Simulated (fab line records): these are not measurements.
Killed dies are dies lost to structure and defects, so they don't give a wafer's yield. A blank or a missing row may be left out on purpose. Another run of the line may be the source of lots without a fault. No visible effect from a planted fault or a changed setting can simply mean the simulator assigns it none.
Lot-split experiment	flow n5_finfet	39 wafers read across 7 lots, on a route 1938 steps long

THE SPLIT
At N5_BEOL_M2_TRENCH_ETCH_37 (etches SiOC in C4F6/O2, target depth 55.555 nm, time 29.2 s), the setting target_depth_a was moved away from the recipe's 555.55 angstrom on 12 of the 39 wafers read, by -34.1% to +48.8%. The other wafers ran this setting at the recipe's value.

FROM THE SPLIT TO THE READING: what the file shows between them, 8 steps
- N5_BEOL_M2_ETCH_41: etches SiCN in CH3F/O2, target depth 29.9 nm, time 52.5 s
- N5_BEOL_M2_STRIP_97: strips in N2/H2, time 10 s
- N5_BEOL_M2_OCD_MEAS_38
- N5_BEOL_M2_HM_STRIP_39: strips TiN in peroxide tin strip, target depth 25 nm, time 158 s
- N5_BEOL_M2_SRD_40: time 30 s
- N5_BEOL_M2_ECD_50: material Cu, target thk 300 nm
- N5_BEOL_M2_ANNEAL_51: time 90 s
- N5_BEOL_M2_CMP_52: polishes, stops on SiOC, t overpolish 6.8 s, target thk 40 nm

THE READING
M2_THK, in nm, at N5_BEOL_M2_THK_MEAS_53 (measures by xrf). On this fab line, fault-free wafers typically give 38.7 nm with a standard deviation of 1.7 nm.

wafer	tool, chamber at the split	target_depth_a as run, angstrom	against the recipe	M2_THK, nm	against lot-mates on the recipe
L079.1	rie_diel-04, 2	555.55	recipe	40.7	-
L079.2	rie_diel-04, 1	365.9	-34.1%	18.1	-21.3
L079.3	rie_diel-04, 0	555.55	recipe	38.6	-
L079.4	rie_diel-04, 3	555.55	recipe	38.8	-
L079.5	rie_diel-04, 1	365.9	-34.1%	18.6	-20.8
L079.6	rie_diel-04, 0	365.9	-34.1%	19.7	-19.7
L084.2	rie_diel-02, 2	555.55	recipe	42.5	-
L084.4	rie_diel-02, 3	555.55	recipe	40.8	-
L084.5	rie_diel-02, 2	555.55	recipe	41.2	-
L087.1	rie_diel-02, 3	555.55	recipe	41.2	-
L087.2	rie_diel-02, 2	826.9	+48.8%	68.9	+30.6
L087.3	rie_diel-02, 1	555.55	recipe	37.5	-
L087.4	rie_diel-02, 2	826.9	+48.8%	69.7	+31.4
L087.5	rie_diel-02, 1	555.55	recipe	36.3	-
L087.6	rie_diel-02, 3	826.9	+48.8%	68.7	+30.4
L090.1	rie_diel-04, 0	555.55	recipe	38.8	-
L090.2	rie_diel-04, 2	555.55	recipe	38.0	-
L090.3	rie_diel-04, 3	555.55	recipe	38.1	-
L090.4	rie_diel-04, 1	555.55	recipe	36.8	-
L090.5	rie_diel-04, 3	555.55	recipe	39.5	-
L090.6	rie_diel-04, 2	555.55	recipe	39.3	-
L092.1	rie_diel-05, 2	555.55	recipe	39.4	-
L092.2	rie_diel-05, 0	555.55	recipe	37.5	-
L092.3	rie_diel-05, 3	555.55	recipe	40.5	-
L092.4	rie_diel-05, 1	555.55	recipe	42.4	-
L092.5	rie_diel-05, 3	555.55	recipe	39.7	-
L092.6	rie_diel-05, 0	555.55	recipe	38.0	-
L094.1	rie_diel-04, 0	555.55	recipe	38.9	-
L094.2	rie_diel-04, 3	555.55	recipe	38.2	-
L094.3	rie_diel-04, 1	739.4	+33.1%	56.1	+17.7
L094.4	rie_diel-04, 2	739.4	+33.1%	59.5	+21.1
L094.5	rie_diel-04, 1	555.55	recipe	38.0	-
L094.6	rie_diel-04, 0	739.4	+33.1%	57.0	+18.6
L096.1	rie_diel-02, 2	555.55	recipe	41.3	-
L096.2	rie_diel-02, 1	677.6	+22.0%	47.2	+6.5
L096.3	rie_diel-02, 3	677.6	+22.0%	52.2	+11.5
L096.4	rie_diel-02, 0	555.55	recipe	41.3	-
L096.5	rie_diel-02, 3	555.55	recipe	39.5	-
L096.6	rie_diel-02, 0	677.6	+22.0%	52.7	+12.0

FIT RESULTS
A straight line over all 39 wafers: M2_THK changes by +0.588 nm for each +1% of target_depth_a; r = +0.99; the points scatter about the line by 1.7 nm.
The same after taking each lot's own level away (the mean of its wafers on the recipe; 39 wafers): +0.599 nm for each +1%; r = +0.99; scatter 1.7 nm.
On that fit, the largest move of target_depth_a shifts the reading by 29 nm.
Measured against the standard deviation above, the lots' own levels, which go from 38.33 to 41.50 nm, span 1.9 times it.
The two slopes agree, so the slope changes little with the lot-to-lot level.
Check: +28.8 nm against its lot-mates is what the line predicts for one of the wafers moved furthest among these (+48.8%) when that wafer is left out of the fit. Against them it came out at +30.6 nm.

THE WHOLE CHAIN: every reading that the file lists as answering this split, in the file's order
step	what it does	reading	change (the file's fit)	r (the file's)
N5_BEOL_M2_TRENCH_ETCH_37	etches SiOC in C4F6/O2, target depth 55.555 nm, time 29.2 s	etch.depth_nm (the simulator's own value, which no gauge read)	+0.583 nm for each +1% of the setting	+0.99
N5_BEOL_M2_TRENCH_ETCH_37	etches SiOC in C4F6/O2, target depth 55.555 nm, time 29.2 s	BEOL_M2.feature_depth_nm (the simulator's own value, which no gauge read)	+0.582 nm for each +1% of the setting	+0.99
N5_BEOL_M2_TRENCH_ETCH_37	etches SiOC in C4F6/O2, target depth 55.555 nm, time 29.2 s	TiN_of_BEOL_M2_HM_DEP_02.thk_nm (the simulator's own value, which no gauge read)	-0.0251 nm for each +1% of the setting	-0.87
N5_BEOL_M2_OCD_MEAS_38		trench_depth_nm	+0.578 nm for each +1% of the setting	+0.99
N5_BEOL_M2_CMP_52	polishes, stops on SiOC, t overpolish 6.8 s, target thk 40 nm	Cu_of_BEOL_M2_ECD_50.thk_nm (the simulator's own value, which no gauge read)	+0.595 nm for each +1% of the setting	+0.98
N5_BEOL_M2_THK_MEAS_53	measures by xrf	M2_THK	+0.596 for each +1% of the setting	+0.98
N5_BEOL_M2_RS_MEAS_58	measures by four-point-probe	M2_RS	not straight: 1.89 at the lowest setting, 0.69 at the recipe, 0.34 at the highest	not given

THE FILE'S OWN FIT
M2_THK changes by +0.596 nm for each +1% of target_depth_a, r = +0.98.
